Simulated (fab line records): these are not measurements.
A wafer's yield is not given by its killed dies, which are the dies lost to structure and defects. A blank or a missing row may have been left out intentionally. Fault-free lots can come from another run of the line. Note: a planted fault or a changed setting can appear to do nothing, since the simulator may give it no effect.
Matching of chambers + flow n5_finfet + N5_BEOL_M10_STRIP_19 on rie_diel-06 has 4 sister chambers
The step strips in O2. 16 wafers are shown with their chamber, then 8 later ones without.

== WAFERS PAIRED WITH THEIR CHAMBERS ==
| wafer  | chamber | drypump_motor_current_A (A) | showerhead_plenum_p_Torr (Torr) | throttle_valve_pct (%) |
|--------|---------|-----------------------------|---------------------------------|------------------------|
| L079.1 | 1       | 5.0                         | 2.03                            | 16.42                  |
| L079.3 | 2       | 5.5                         | 2.17                            | 17.09                  |
| L079.5 | 2       | 5.4                         | 2.16                            | 17.09                  |
| L080.2 | 0       | 5.7                         | 2.04                            | 16.50                  |
| L080.5 | 2       | 5.5                         | 2.16                            | 17.08                  |
| L080.6 | 3       | 6.4                         | 2.08                            | 16.94                  |
| L083.2 | 3       | 6.4                         | 2.08                            | 16.94                  |
| L083.5 | 0       | 5.7                         | 2.04                            | 16.51                  |
| L083.6 | 2       | 5.4                         | 2.16                            | 17.11                  |
| L085.2 | 2       | 5.4                         | 2.16                            | 17.14                  |
| L085.5 | 1       | 5.0                         | 2.03                            | 16.44                  |
| L085.6 | 0       | 5.7                         | 2.04                            | 16.50                  |
| L088.2 | 0       | 5.7                         | 2.04                            | 16.54                  |
| L088.3 | 3       | 6.4                         | 2.08                            | 16.94                  |
| L088.5 | 3       | 6.4                         | 2.08                            | 16.94                  |
| L093.1 | 1       | 5.0                         | 2.02                            | 16.48                  |

SIGNATURES (means of the wafers above)
| reading                  | chamber 0 | chamber 1 | chamber 2 | chamber 3 | scatter within a chamber |
|--------------------------|-----------|-----------|-----------|-----------|--------------------------|
| drypump_motor_current_A  | 5.700     | 5.000     | 5.440     | 6.400     | 0.0316                   |
| showerhead_plenum_p_Torr | 2.0400    | 2.0267    | 2.1620    | 2.0800    | 0.0035                   |
| throttle_valve_pct       | 16.5125   | 16.4467   | 17.1020   | 16.9400   | 0.0209                   |
Rule: a wafer lies at a distance from a chamber equal to the root of the sum of squares, over the readings, of (its reading less the chamber's mean, divided by the reading's scatter). The wafer belongs to the nearest chamber; if the next one is less than 2 further off, it can't be placed. The scatter is the square root of a quotient: the sum, over the shown wafers, of each reading's squared deviation from its chamber's mean, divided by wafers minus chambers.

== WAFERS WITH NO CHAMBER GIVEN ==
| wafer  | drypump_motor_current_A (A) | showerhead_plenum_p_Torr (Torr) | throttle_valve_pct (%) |
|--------|-----------------------------|---------------------------------|------------------------|
| L093.4 | 5.4                         | 2.15                            | 17.16                  |
| L093.6 | 5.0                         | 2.02                            | 16.46                  |
| L096.1 | 6.4                         | 2.07                            | 16.99                  |
| L096.3 | 5.0                         | 2.02                            | 16.47                  |
| L096.4 | 5.7                         | 2.03                            | 16.56                  |
| L091.3 | 5.7                         | 2.03                            | 16.56                  |
| L091.4 | 5.4                         | 2.15                            | 17.20                  |
| L091.6 | 5.7                         | 2.03                            | 16.55                  |

== THE CHAMBER EACH PASSED THROUGH ==
| wafer  | from the rows above | in truth |
|--------|---------------------|----------|
| L093.4 | 2                   | 2        |
| L093.6 | 1                   | 1        |
| L096.1 | 3                   | 3        |
| L096.3 | 1                   | 1        |
| L096.4 | 0                   | 0        |
| L091.3 | 0                   | 0        |
| L091.4 | 2                   | 2        |
| L091.6 | 0                   | 0        |
Correct placement for 8 of the 8. Left unplaced by these rows: 0. Number placed wrongly: 0.
